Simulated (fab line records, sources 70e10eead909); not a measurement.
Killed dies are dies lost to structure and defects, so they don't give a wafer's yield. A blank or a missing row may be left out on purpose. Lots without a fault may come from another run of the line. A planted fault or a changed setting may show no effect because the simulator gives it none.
Problem report in the 8D (eight disciplines) form, filled by code | flow nand_harc | the parts of the form that need people (team, actions taken, sign-off) are left out

1. THE PROBLEM
cd_nm at NHARC_A_CHANNEL_HOLE_D1_CD_MEAS_10 reads a mean of 106.6 nm on 5 wafers of 3 lots; wafers without a fault read 100.0 nm with a standard deviation of 0.5. That is +13 standard deviations from the usual mean.
The step: target cd 100 nm.
First seen on wafer L116.4, day 9 21:53, on cd_sem-01. The record holds 27 wafers of 9 lots with a number at this step. Rule for "out", or "out of limits": more than 4 standard deviations from the usual mean. The other wafers with a number count as sound.

2. WHAT IT IS AND WHAT IT IS NOT
question                    | is                                     | is not
which readings at this step | cd_nm                                  | -
which lots                  | L116, L117, L118                       | L111, L125, L127, L128, L129, L131
which wafers of those lots  | L116.4, L116.6, L117.4, L117.6, L118.6 | L116.2, L117.1, L118.3, L118.5
read on which gauges        | cd_sem-01, cd_sem-03                   | cd_sem-02
when                        | from day 9 21:53                       | up to then (4 sound wafers); but 18 sound wafers of L117, L118, L125, L127, L128, L129, L131 came after

3. SUSPECTS, AND WHAT RULES EACH OUT
Counting: a tool at a process step up to the reading stays a suspect if it ran every lot that is out. Sound lots after the first of them don't rule it out here, since some wafers of a struck lot are sound.
- the gauge at NHARC_A_CHANNEL_HOLE_D1_CD_MEAS_10: ruled out. The wafers that are out were read on 2 gauges (cd_sem-01, cd_sem-03).
- arfi_scanner-01 at NHARC_A_CHANNEL_HOLE_D1_EXPOSE_07 (exposes mask HOLE D1, target cd 100 nm): kept. It ran every lot that is out, first L116 (day 9 21:45); its last sound lot up to then is L111 (day 9 02:02).
Left after counting: arfi_scanner-01 at NHARC_A_CHANNEL_HOLE_D1_EXPOSE_07.

4. THE CAUSE (what the simulator had put in)
Process parameter drift: arfi_scanner-01, from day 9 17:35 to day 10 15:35, at NHARC_A_CHANNEL_HOLE_D1_EXPOSE_07. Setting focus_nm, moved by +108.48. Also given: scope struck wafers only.
Counting left only this tool.

5. THE CHAIN OF EFFECTS, in route order
Each row: a reading whose mean over the struck wafers that have a number lies more than 3 standard deviations from the usual. Only readings for which the record gives a usual standard deviation are gone through. hours: the time from each lot's start at the first step in this table that gives one to its start at this step, as a median over the lots. sigmas: the change in usual standard deviations.
hours | step                               | reading                           | usual    | on struck wafers | change | sigmas
0     | NHARC_A_CHANNEL_HOLE_D1_CD_MEAS_10 | cd_nm                             | 100.0 nm | 106.6            | +6.6   | +13
7     | NHARC_A_CHANNEL_HOLE_D1_CD_MEAS_30 | cd_nm                             | 89.4 nm  | 96.6             | +7.2   | +4.8
7     | NHARC_A_CHANNEL_HOLE_D1_XSEM_31    | bot_cd_nm                         | 74.0 nm  | 81.6             | +7.6   | +4.5
287   | NHARC_END_WLT_00                   | VT_DECK1_BOTTOM                   | 0.868    | 0.893            | +0.025 | +3.1
287   | NHARC_END_WLT_00                   | VT_DECK1_BOTTOM_INNER             | 0.867    | 0.890            | +0.023 | +3.2
287   | NHARC_END_WLT_00                   | VT_DECK1_MEDIAN_NEAR_BOTTOM       | 0.868    | 0.894            | +0.026 | +3.2
287   | NHARC_END_WLT_00                   | VT_DECK1_MEDIAN_NEAR_BOTTOM_INNER | 0.868    | 0.893            | +0.025 | +3.4
287   | NHARC_END_WLT_00                   | VT_DECK1_MIDDLE                   | 0.881    | 0.905            | +0.024 | +3.3
287   | NHARC_END_WLT_00                   | VT_DECK1_MIDDLE_INNER             | 0.881    | 0.903            | +0.022 | +3.1
The process steps in it:
- NHARC_A_CHANNEL_HOLE_D1_XSEM_31

6. WHAT WOULD HAVE CAUGHT IT SOONER
In this record the first reading out of limits at a measuring or inspecting step was taken at day 9 21:53, 4 hours after the fault began at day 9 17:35.
Of the tool readings at NHARC_A_CHANNEL_HOLE_D1_EXPOSE_07 for which the record gives a usual standard deviation, none was out on any struck wafer, so an alarm limit of 4 standard deviations on them would not have fired.
Of the lots that are out (3), L117, L118 began NHARC_A_CHANNEL_HOLE_D1_EXPOSE_07 on arfi_scanner-01 after day 9 21:53. A hold on the tool at that time would have spared those 2.
